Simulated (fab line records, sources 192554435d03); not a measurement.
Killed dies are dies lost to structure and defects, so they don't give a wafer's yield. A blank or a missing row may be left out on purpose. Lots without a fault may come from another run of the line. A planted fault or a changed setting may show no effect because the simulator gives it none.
Which tool did it? | flow n5_finfet | 24 lots, 72 wafers sampled, at 2 steps of a route of 1938

WHAT THE GAUGES READ, wafer by wafer
N5_BEOL_M4_CD_MEAS_28: target cd 26.2 nm, target cd y 24.1 nm. Usual: cd_nm 26.13 nm, standard deviation 0.24.
lot  | measured     | on        | cd_nm (nm)        | flag
L074 | day 8 01:07  | cd_sem-02 | 26.09 26.01 26.22 |
L075 | day 8 22:07  | cd_sem-02 | 26.18 26.13 26.44 |
L076 | day 9 02:01  | cd_sem-02 | 26.54 26.04 26.11 |
L077 | day 9 08:22  | cd_sem-01 | 26.06 26.53 25.99 |
L078 | day 9 11:14  | cd_sem-02 | 26.01 26.55 26.06 |
L079 | day 9 12:56  | cd_sem-03 | 25.95 25.72 25.69 |
L082 | day 10 13:28 | cd_sem-02 | 26.24 26.15 26.01 |
L083 | day 10 17:51 | cd_sem-02 | 26.48 25.93 26.33 |
L081 | day 10 18:31 | cd_sem-01 | 26.07 25.92 26.15 |
L080 | day 11 11:04 | cd_sem-03 | 26.03 25.92 26.17 |
L084 | day 11 12:48 | cd_sem-01 | 25.97 26.37 26.55 |
L085 | day 11 18:23 | cd_sem-02 | 26.22 26.08 26.21 |
L088 | day 11 22:40 | cd_sem-01 | 26.27 25.89 26.65 |
L087 | day 12 06:17 | cd_sem-03 | 26.20 26.28 25.90 |
L086 | day 12 20:10 | cd_sem-03 | 25.99 25.83 25.98 |
L089 | day 13 00:57 | cd_sem-03 | 25.55 26.25 26.05 |
L091 | day 13 06:06 | cd_sem-03 | 25.78 26.23 25.81 |
L090 | day 13 10:18 | cd_sem-02 | 26.11 26.07 26.50 |
L093 | day 13 20:49 | cd_sem-02 | 25.67 26.24 26.34 |
L092 | day 14 02:01 | cd_sem-03 | 26.10 25.91 26.29 |
L094 | day 14 11:56 | cd_sem-03 | 26.22 25.95 25.73 |
L096 | day 14 12:46 | cd_sem-02 | 26.26 26.27 26.08 |
L095 | day 14 18:04 | cd_sem-03 | 26.82 26.11 26.45 |
L097 | day 14 18:23 | cd_sem-02 | 25.96 25.79 25.85 |

WHICH TOOL RAN EACH LOT (tool, then ch and the chambers of the sampled wafers, then the start)
lot  | N5_BEOL_M3_SPUTTER_92
L074 | pvd_sputter-02, day 7 21:37
L075 | pvd_sputter-01, day 8 18:25
L076 | pvd_sputter-01, day 8 22:50
L077 | pvd_sputter-01, day 9 04:46
L078 | pvd_sputter-03, day 9 05:01
L079 | pvd_sputter-02, day 9 09:00
L082 | pvd_sputter-01, day 10 09:35
L083 | pvd_sputter-01, day 10 11:33
L081 | pvd_sputter-02, day 10 14:57
L080 | pvd_sputter-02, day 11 06:05
L084 | pvd_sputter-03, day 11 08:41
L085 | pvd_sputter-01, day 11 13:43
L088 | pvd_sputter-01, day 11 16:34
L087 | pvd_sputter-01, day 12 02:29
L086 | pvd_sputter-03, day 12 14:41
L089 | pvd_sputter-02, day 12 19:27
L091 | pvd_sputter-03, day 13 02:43
L090 | pvd_sputter-01, day 13 06:57
L093 | pvd_sputter-02, day 13 17:11
L092 | pvd_sputter-02, day 13 19:01
L094 | pvd_sputter-01, day 14 08:01
L096 | pvd_sputter-02, day 14 08:44
L095 | pvd_sputter-01, day 14 12:55
L097 | pvd_sputter-02, day 14 13:12
- N5_BEOL_M3_SPUTTER_92: material Cu, target thk 4.5 nm, time 8.29 s.

WHAT THE TOOLS THEMSELVES READ (means of the sampled wafers that have a number; where no wafer has one, the mark that the record gives instead)
N5_BEOL_M3_SPUTTER_92. Usual: throttle_valve_pct 29.6 %, standard deviation 0.88.
lot  | tool           | throttle_valve_pct (%) | flag
L074 | pvd_sputter-02 | 29.9                   |
L075 | pvd_sputter-01 | 28.6                   |
L076 | pvd_sputter-01 | 30.6                   |
L077 | pvd_sputter-01 | 29.3                   |
L078 | pvd_sputter-03 | 28.8                   |
L079 | pvd_sputter-02 | 29.7                   |
L082 | pvd_sputter-01 | 28.6                   |
L083 | pvd_sputter-01 | 28.8                   |
L081 | pvd_sputter-02 | 29.8                   |
L080 | pvd_sputter-02 | 29.2                   |
L084 | pvd_sputter-03 | 28.9                   |
L085 | pvd_sputter-01 | 30.1                   |
L088 | pvd_sputter-01 | 29.2                   |
L087 | pvd_sputter-01 | 30.0                   |
L086 | pvd_sputter-03 | 29.7                   |
L089 | pvd_sputter-02 | 29.5                   |
L091 | pvd_sputter-03 | 28.6                   |
L090 | pvd_sputter-01 | 30.6                   |
L093 | pvd_sputter-02 | 29.4                   |
L092 | pvd_sputter-02 | 29.4                   |
L094 | pvd_sputter-01 | 30.0                   |
L096 | pvd_sputter-02 | 29.7                   |
L095 | pvd_sputter-01 | 29.2                   |
L097 | pvd_sputter-02 | 29.0                   |

THE ANSWER, worked out from the rows above alone
Rule: a lot is off if the mean of its wafers that have a number lies more than 3 standard deviations from the usual mean. A lot without any number at a reading at which 4 lots or more have one is off too. The other lots that the step has rows for count as sound. The gauges are gone through in route order, then the tools' own readings, and for those a lot's mean is taken as printed above. The first step at which some lot is off is used, and at that step the reading that is off furthest; a lot without a number counts as furthest.
No lot is off at any reading shown: from this, nothing can be told.

WHAT THE SIMULATOR HAD PUT IN
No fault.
